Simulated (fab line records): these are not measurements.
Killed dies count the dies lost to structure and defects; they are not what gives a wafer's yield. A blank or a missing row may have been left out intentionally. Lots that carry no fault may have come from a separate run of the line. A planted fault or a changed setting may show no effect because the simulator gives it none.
fab line records || flow n5Finfet
[record] {"lots": 7, "wafers": 39}
route steps=1938 shown MIM_TOP_LITHO@1845
startH: hours from the record's opening day to when the first of the lot's shown wafers began || waitH: hours from the lot's prior step to this one || " the same as in the row above || L1.1+2: a single row standing in for several wafers || - no value present, or no start provided || * or withheld: withheld || < > ~ a bound
route shown NAME@n: NAME is a module with steps in the file, n the number in the route of the first one || usual: the fault-free wafers' mean and standard deviation || same: alike in all rows || chamber/n: place in a boat || sites: the reading at each site || _std_site: standard deviation of those values || _edge_site: mean of outer sites minus mean of inner sites || radiusMm: for every site, how far away it sits from the centre of the wafer || mask NAME#n: copy n || behind: tool/chamber where the wafer was last shaped || hold: cause of the lot's hold/its duration in hours/its outcome || device: names the non-switching transistor (n, p or np) || end of line: tests run on the same wafers once the route is complete || a step without rows: its recipe alone || killed: dies that structure and defects cost at the first sort, which is not the same as the wafer's yield || map: shows each die of a wafer: x if killed, . if not, _ if none is there
set.NAME: setting as actually run; set.NAME@STEP: the setting as run at that earlier step || model.NAME: the simulator's own value behind a step, which no gauge read
lots with deliberately changed settings; one table per step, one row per wafer
[[steps]]
[step N5_MIM_TOP_LITHO_DEVELOP_07]
[recipe] {"developTimeS": 60, "rinseLiquid": "diw", "dry": "airSpin", "devTempC": 21}
{"lot.wafer": "L076.1+2+5", "tool": "lithoTrack-04", "chamber": 0, "startH": "-", "waitH": "-", "set.developTimeS": 60}
{"lot.wafer": "L076.3+4+6", "tool": "lithoTrack-04", "chamber": 0, "startH": "-", "waitH": "-", "set.developTimeS": 83.15}
{"lot.wafer": "L077.1+2+5", "tool": "lithoTrack-03", "chamber": 0, "startH": "-", "waitH": "-", "set.developTimeS": 60}
{"lot.wafer": "L083.1+2+3+4+5+6", "tool": "lithoTrack-03", "chamber": 0, "startH": "-", "waitH": "-", "set.developTimeS": 60}
{"lot.wafer": "L085.1+4+6", "tool": "lithoTrack-04", "chamber": 0, "startH": "-", "waitH": "-", "set.developTimeS": 30.82}
{"lot.wafer": "L085.2+3+5", "tool": "lithoTrack-04", "chamber": 0, "startH": "-", "waitH": "-", "set.developTimeS": 60}
{"lot.wafer": "L087.1+3+4", "tool": "lithoTrack-05", "chamber": 0, "startH": "-", "waitH": "-", "set.developTimeS": 79.48}
{"lot.wafer": "L087.2+5+6", "tool": "lithoTrack-05", "chamber": 0, "startH": "-", "waitH": "-", "set.developTimeS": 60}
{"lot.wafer": "L088.1+3+5", "tool": "lithoTrack-04", "chamber": 0, "startH": "-", "waitH": "-", "set.developTimeS": 60}
{"lot.wafer": "L088.2+4+6", "tool": "lithoTrack-04", "chamber": 0, "startH": "-", "waitH": "-", "set.developTimeS": 93.68}
{"lot.wafer": "L096.1+2+3+4+5+6", "tool": "lithoTrack-03", "chamber": 0, "startH": "-", "waitH": "-", "set.developTimeS": 60}
[step N5_MIM_TOP_LITHO_HARDBAKE_09]
[recipe] {"tempC": 130, "timeS": 120}
[step N5_MIM_TOP_LITHO_DESCUM_10]
[recipe] {"chemistry": "O2", "timeS": 7.9, "sourcePowerW": 50, "biasPowerW": 20, "pressureMtorr": 20, "rfFrequencyHz": 2.712e+07, "tempC": 40, "o2FlowSccm": 225}
{"lot.wafer": "L076.1", "tool": "rieDiel-03", "chamber": 1, "startH": 264.97, "waitH": 0.1, "set.developTimeS@MIM_TOP_LITHO_DEVELOP_07": 60, "model.MIM_TOP_LITHO.cdNm": 2002}
{"lot.wafer": "L076.2", "tool": "rieDiel-03", "chamber": 0, "startH": 264.97, "waitH": 0.1, "set.developTimeS@MIM_TOP_LITHO_DEVELOP_07": 60, "model.MIM_TOP_LITHO.cdNm": 2000}
{"lot.wafer": "L076.3+6", "tool": "rieDiel-03", "chamber": "3,2", "startH": 264.97, "waitH": 0.1, "set.developTimeS@MIM_TOP_LITHO_DEVELOP_07": 83.15, "model.MIM_TOP_LITHO.cdNm": 1992}
{"lot.wafer": "L076.4", "tool": "rieDiel-03", "chamber": 2, "startH": 264.97, "waitH": 0.1, "set.developTimeS@MIM_TOP_LITHO_DEVELOP_07": 83.15, "model.MIM_TOP_LITHO.cdNm": 1994}
{"lot.wafer": "L076.5", "tool": "rieDiel-03", "chamber": 3, "startH": 264.97, "waitH": 0.1, "set.developTimeS@MIM_TOP_LITHO_DEVELOP_07": 60, "model.MIM_TOP_LITHO.cdNm": 1997}
{"lot.wafer": "L077.1", "tool": "rieDiel-03", "chamber": 1, "startH": 284.34, "waitH": 0.0, "set.developTimeS@MIM_TOP_LITHO_DEVELOP_07": 60, "model.MIM_TOP_LITHO.cdNm": 2000}
{"lot.wafer": "L077.2", "tool": "rieDiel-03", "chamber": 0, "startH": 284.34, "waitH": 0.0, "set.developTimeS@MIM_TOP_LITHO_DEVELOP_07": 60, "model.MIM_TOP_LITHO.cdNm": 1999}
{"lot.wafer": "L077.5", "tool": "rieDiel-03", "chamber": 2, "startH": 284.34, "waitH": 0.0, "set.developTimeS@MIM_TOP_LITHO_DEVELOP_07": 60, "model.MIM_TOP_LITHO.cdNm": 2002}
{"lot.wafer": "L083.1", "tool": "rieDiel-01", "chamber": 2, "startH": 326.38, "waitH": 0.1, "set.developTimeS@MIM_TOP_LITHO_DEVELOP_07": 60, "model.MIM_TOP_LITHO.cdNm": 2002}
{"lot.wafer": "L083.2+6", "tool": "rieDiel-01", "chamber": "0,1", "startH": 326.38, "waitH": 0.1, "set.developTimeS@MIM_TOP_LITHO_DEVELOP_07": 60, "model.MIM_TOP_LITHO.cdNm": 1996}
{"lot.wafer": "L083.3", "tool": "rieDiel-01", "chamber": 3, "startH": 326.38, "waitH": 0.1, "set.developTimeS@MIM_TOP_LITHO_DEVELOP_07": 60, "model.MIM_TOP_LITHO.cdNm": 2000}
{"lot.wafer": "L083.4", "tool": "rieDiel-01", "chamber": 1, "startH": 326.38, "waitH": 0.1, "set.developTimeS@MIM_TOP_LITHO_DEVELOP_07": 60, "model.MIM_TOP_LITHO.cdNm": 1998}
{"lot.wafer": "L083.5", "tool": "rieDiel-01", "chamber": 0, "startH": 326.38, "waitH": 0.1, "set.developTimeS@MIM_TOP_LITHO_DEVELOP_07": 60, "model.MIM_TOP_LITHO.cdNm": 1999}
{"lot.wafer": "L085.1", "tool": "rieDiel-03", "chamber": 2, "startH": 338.77, "waitH": 0.0, "set.developTimeS@MIM_TOP_LITHO_DEVELOP_07": 30.82, "model.MIM_TOP_LITHO.cdNm": 2016}
{"lot.wafer": "L085.2", "tool": "rieDiel-03", "chamber": 0, "startH": 338.77, "waitH": 0.0, "set.developTimeS@MIM_TOP_LITHO_DEVELOP_07": 60, "model.MIM_TOP_LITHO.cdNm": 1996}
{"lot.wafer": "L085.3", "tool": "rieDiel-03", "chamber": 3, "startH": 338.77, "waitH": 0.0, "set.developTimeS@MIM_TOP_LITHO_DEVELOP_07": 60, "model.MIM_TOP_LITHO.cdNm": 1997}
{"lot.wafer": "L085.4", "tool": "rieDiel-03", "chamber": 1, "startH": 338.77, "waitH": 0.0, "set.developTimeS@MIM_TOP_LITHO_DEVELOP_07": 30.82, "model.MIM_TOP_LITHO.cdNm": 2014}
{"lot.wafer": "L085.5", "tool": "rieDiel-03", "chamber": 2, "startH": 338.77, "waitH": 0.0, "set.developTimeS@MIM_TOP_LITHO_DEVELOP_07": 60, "model.MIM_TOP_LITHO.cdNm": 1999}
{"lot.wafer": "L085.6", "tool": "rieDiel-03", "chamber": 3, "startH": 338.77, "waitH": 0.0, "set.developTimeS@MIM_TOP_LITHO_DEVELOP_07": 30.82, "model.MIM_TOP_LITHO.cdNm": 2013}
{"lot.wafer": "L087.1+4", "tool": "rieDiel-05", "chamber": 1, "startH": 358.13, "waitH": 0.3, "set.developTimeS@MIM_TOP_LITHO_DEVELOP_07": 79.48, "model.MIM_TOP_LITHO.cdNm": 1993}
{"lot.wafer": "L087.2+5", "tool": "rieDiel-05", "chamber": "3,0", "startH": 358.13, "waitH": 0.3, "set.developTimeS@MIM_TOP_LITHO_DEVELOP_07": 60, "model.MIM_TOP_LITHO.cdNm": 1999}
{"lot.wafer": "L087.3", "tool": "rieDiel-05", "chamber": 0, "startH": 358.13, "waitH": 0.3, "set.developTimeS@MIM_TOP_LITHO_DEVELOP_07": 79.48, "model.MIM_TOP_LITHO.cdNm": 1994}
{"lot.wafer": "L087.6", "tool": "rieDiel-05", "chamber": 3, "startH": 358.13, "waitH": 0.3, "set.developTimeS@MIM_TOP_LITHO_DEVELOP_07": 60, "model.MIM_TOP_LITHO.cdNm": 2000}
{"lot.wafer": "L088.1", "tool": "rieDiel-01", "chamber": 3, "startH": 373.87, "waitH": 0.1, "set.developTimeS@MIM_TOP_LITHO_DEVELOP_07": 60, "model.MIM_TOP_LITHO.cdNm": 2003}
{"lot.wafer": "L088.2", "tool": "rieDiel-01", "chamber": 1, "startH": 373.87, "waitH": 0.1, "set.developTimeS@MIM_TOP_LITHO_DEVELOP_07": 93.68, "model.MIM_TOP_LITHO.cdNm": 1989}
{"lot.wafer": "L088.3", "tool": "rieDiel-01", "chamber": 2, "startH": 373.87, "waitH": 0.1, "set.developTimeS@MIM_TOP_LITHO_DEVELOP_07": 60, "model.MIM_TOP_LITHO.cdNm": 1998}
{"lot.wafer": "L088.4", "tool": "rieDiel-01", "chamber": 0, "startH": 373.87, "waitH": 0.1, "set.developTimeS@MIM_TOP_LITHO_DEVELOP_07": 93.68, "model.MIM_TOP_LITHO.cdNm": 1994}
{"lot.wafer": "L088.5", "tool": "rieDiel-01", "chamber": 1, "startH": 373.87, "waitH": 0.1, "set.developTimeS@MIM_TOP_LITHO_DEVELOP_07": 60, "model.MIM_TOP_LITHO.cdNm": 2001}
{"lot.wafer": "L088.6", "tool": "rieDiel-01", "chamber": 2, "startH": 373.87, "waitH": 0.1, "set.developTimeS@MIM_TOP_LITHO_DEVELOP_07": 93.68, "model.MIM_TOP_LITHO.cdNm": 1993}
{"lot.wafer": "L096.1", "tool": "rieDiel-03", "chamber": 1, "startH": 428.77, "waitH": 0.0, "set.developTimeS@MIM_TOP_LITHO_DEVELOP_07": 60, "model.MIM_TOP_LITHO.cdNm": 1995}
{"lot.wafer": "L096.2", "tool": "rieDiel-03", "chamber": 3, "startH": 428.77, "waitH": 0.0, "set.developTimeS@MIM_TOP_LITHO_DEVELOP_07": 60, "model.MIM_TOP_LITHO.cdNm": "-"}
{"lot.wafer": "L096.3+4", "tool": "rieDiel-03", "chamber": "0,2", "startH": 428.77, "waitH": 0.0, "set.developTimeS@MIM_TOP_LITHO_DEVELOP_07": 60, "model.MIM_TOP_LITHO.cdNm": 2001}
{"lot.wafer": "L096.5", "tool": "rieDiel-03", "chamber": 1, "startH": 428.77, "waitH": 0.0, "set.developTimeS@MIM_TOP_LITHO_DEVELOP_07": 60, "model.MIM_TOP_LITHO.cdNm": 1998}
{"lot.wafer": "L096.6", "tool": "rieDiel-03", "chamber": 2, "startH": 428.77, "waitH": 0.0, "set.developTimeS@MIM_TOP_LITHO_DEVELOP_07": 60, "model.MIM_TOP_LITHO.cdNm": 2004}
[[key]]
[split] {"step": "N5_MIM_TOP_LITHO_DEVELOP_07", "setting": "developTimeS", "stated": 60, "by": "wafer"}
[response] {"step": "N5_MIM_TOP_LITHO_DESCUM_10", "reading": "model.MIM_TOP_LITHO.cdNm", "change": -0.221, "per": "1%", "r": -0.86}
